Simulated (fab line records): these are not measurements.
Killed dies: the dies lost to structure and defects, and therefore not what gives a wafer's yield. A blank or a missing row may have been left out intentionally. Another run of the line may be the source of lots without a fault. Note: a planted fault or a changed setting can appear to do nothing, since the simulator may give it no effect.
Which tool was responsible? | flow n5 finfet | 15 lots with 39 wafers sampled at 3 steps, on a route of 1938 steps

## WHAT EACH GAUGE READ, for each wafer
N5_BEOL_M8_CD_MEAS_18: pitch 80 nm, target cd 40 nm.
lot  | measured     | on        | cd nm (nm)
L917 | day 9 19:32  | cd sem-03 | 39.1 40.2
L919 | day 10 01:24 | cd sem-01 | 40.1 40.8 40.0
L921 | day 10 17:09 | cd sem-01 | 38.5 40.5 39.3
L923 | day 11 00:58 | cd sem-01 | 39.4 39.5
L924 | day 11 09:29 | cd sem-02 | 39.0 37.7
L925 | day 11 13:34 | cd sem-03 | 40.4 39.6
L929 | day 12 11:01 | cd sem-01 | 39.5 38.8
L930 | day 12 18:01 | cd sem-01 | 40.1 39.9 39.6
L932 | day 13 04:08 | cd sem-03 | 40.6 40.1 39.8
L931 | day 13 11:40 | cd sem-03 | 39.1 39.5 38.7
L937 | day 14 14:37 | cd sem-03 | 40.3 39.6 39.5
L933 | day 14 16:32 | cd sem-03 | 39.9 40.1
L936 | day 14 21:37 | cd sem-02 | 39.6 40.3 40.1
L939 | day 15 06:39 | cd sem-02 | 41.0 40.5 40.7
L938 | day 15 06:55 | cd sem-01 | 39.9 40.8 39.0

## TOOL THAT RAN EACH LOT (tool first, then ch and the chambers of the sampled wafers, then the start)
lot  | N5_BEOL_M8_PECVD_70             | N5_BEOL_M8_ETCH_61
L917 | pecvd-03 ch 0,1, day 9 18:02    | rie diel-03 ch 1,3, day 9 19:07
L919 | pecvd-03 ch 0,1,2, day 9 21:35  | rie diel-02 ch 1,3, day 10 00:52
L921 | pecvd-03 ch 0,2, day 10 15:55   | rie diel-02 ch 0,1,3, day 10 16:44
L923 | pecvd-02 ch 0,2, day 10 22:56   | rie diel-01 ch 2,3, day 11 00:31
L924 | pecvd-02 ch 0,1, day 11 06:08   | rie diel-03 ch 2, day 11 09:00
L925 | pecvd-04 ch 0,1, day 11 11:54   | rie diel-01 ch 1, day 11 13:09
L929 | pecvd-03 ch 0,1, day 12 08:28   | rie diel-03 ch 1,2, day 12 10:37
L930 | pecvd-03 ch 0,1,2, day 12 12:49 | rie diel-02 ch 1,2,3, day 12 17:28
L932 | pecvd-02 ch 1,2, day 13 02:35   | rie diel-01 ch 0,3, day 13 03:43
L931 | pecvd-03 ch 0,1,2, day 13 09:16 | rie diel-03 ch 0,1,2, day 13 11:14
L937 | pecvd-04 ch 0,1,2, day 14 12:29 | rie diel-01 ch 0,1, day 14 14:10
L933 | pecvd-04 ch 0,1, day 14 15:05   | rie diel-02 ch 0,1, day 14 16:05
L936 | pecvd-02 ch 1,2, day 14 20:12   | rie diel-01 ch 0,2, day 14 21:12
L939 | pecvd-02 ch 0,1, day 15 04:43   | rie diel-03 ch 0,3, day 15 06:07
L938 | pecvd-02 ch 0,1, day 15 05:16   | rie diel-03 ch 0,1,2, day 15 06:22
- N5_BEOL_M8_PECVD_70: deposits SiO2 from TEOS/O2, target thk 20 nm, time 22.7 s.
- N5_BEOL_M8_ETCH_61: etches SiARC in CF4, target depth 45.5 nm, time 75.8 s.

## WHAT THE TOOLS THEMSELVES READ (means of the sampled wafers that have a number; where no wafer has one, the mark that the record gives instead)
N5_BEOL_M8_PECVD_70.
lot  | tool     | heater power w (W) | showerhead plenum p Torr (Torr) | throttle valve pct (%)
L917 | pecvd-03 | 676                | 8.72                            | 24.1
L919 | pecvd-03 | 713                | 8.71                            | 23.1
L921 | pecvd-03 | 723                | 8.72                            | 22.2
L923 | pecvd-02 | 552                | 8.83                            | 21.4
L924 | pecvd-02 | 659                | 8.77                            | 23.1
L925 | pecvd-04 | 922                | 8.72                            | 24.8
L929 | pecvd-03 | 668                | 8.73                            | 24.2
L930 | pecvd-03 | 721                | 8.71                            | 23.5
L932 | pecvd-02 | 682                | 8.79                            | 22.6
L931 | pecvd-03 | 698                | 8.71                            | 23.5
L937 | pecvd-04 | 848                | 8.75                            | 23.6
L933 | pecvd-04 | 834                | 8.74                            | 24.5
L936 | pecvd-02 | 714                | 8.80                            | 22.6
L939 | pecvd-02 | 604                | 8.76                            | 23.2
L938 | pecvd-02 | 618                | 8.76                            | 23.1

N5_BEOL_M8_ETCH_61.
lot  | tool        | drypump motor current A (A) | etch rf on time s (s) | oes product au (a.u.) | rf vpp V (V) | showerhead plenum p Torr (Torr) | throttle valve pct (%)
L917 | rie diel-03 | 6.1                         | 75                    | 0.76                  | 183.8        | 2.13                            | 15.25
L919 | rie diel-02 | 6.1                         | 75                    | 0.77                  | 185.3        | 2.23                            | 15.39
L921 | rie diel-02 | 5.8                         | 77                    | 0.68                  | 184.5        | 2.15                            | 15.56
L923 | rie diel-01 | 5.4                         | 74                    | 0.66                  | 183.5        | 2.13                            | 15.67
L924 | rie diel-03 | 5.6                         | 81                    | 0.60                  | 183.9        | 2.16                            | 15.84
L925 | rie diel-01 | 6.0                         | 78                    | 0.61                  | 185.1        | 2.10                            | 15.61
L929 | rie diel-03 | 5.8                         | 76                    | 0.70                  | 184.1        | 2.12                            | 15.44
L930 | rie diel-02 | 5.9                         | 74                    | 0.73                  | 185.1        | 2.24                            | 15.55
L932 | rie diel-01 | 5.8                         | 75                    | 0.58                  | 185.4        | 2.20                            | 16.03
L931 | rie diel-03 | 5.7                         | 77                    | 0.71                  | 184.3        | 2.16                            | 15.40
L937 | rie diel-01 | 6.0                         | 81                    | 0.58                  | 183.6        | 2.14                            | 15.76
L933 | rie diel-02 | 5.5                         | 77                    | 0.76                  | 185.8        | 2.26                            | 15.41
L936 | rie diel-01 | 5.4                         | 77                    | 0.65                  | 184.0        | 2.11                            | 15.54
L939 | rie diel-03 | 5.6                         | 79                    | 0.71                  | 186.3        | 2.21                            | 15.41
L938 | rie diel-03 | 5.7                         | 79                    | 0.68                  | 183.8        | 2.15                            | 15.44

## THE ANSWER, worked out from the rows above alone
Rule: usual is defined by the lots themselves. Put in order of their means at a reading, lots are off if they are a third of the lots or fewer, leave a main group of 4 or more, and stand apart from it by a gap of 3 or more times the standard deviation of the main group's means; of several such gaps the widest counts. If all means in a main group match to the digits the tables above print for the reading, that group is not used. A lot without any number at a reading at which 4 lots or more have one is off too. Where the step has rows for the other lots, those lots are counted as sound. First the gauges in route order, then the tools' own readings, where a lot's mean is used as printed above. At the first step where some lot is off, the reading lying furthest off is the one used; lots without a number count as furthest.
No lot is off at any reading shown: from this, nothing can be told.

## WHAT WAS PUT IN BY THE SIMULATOR
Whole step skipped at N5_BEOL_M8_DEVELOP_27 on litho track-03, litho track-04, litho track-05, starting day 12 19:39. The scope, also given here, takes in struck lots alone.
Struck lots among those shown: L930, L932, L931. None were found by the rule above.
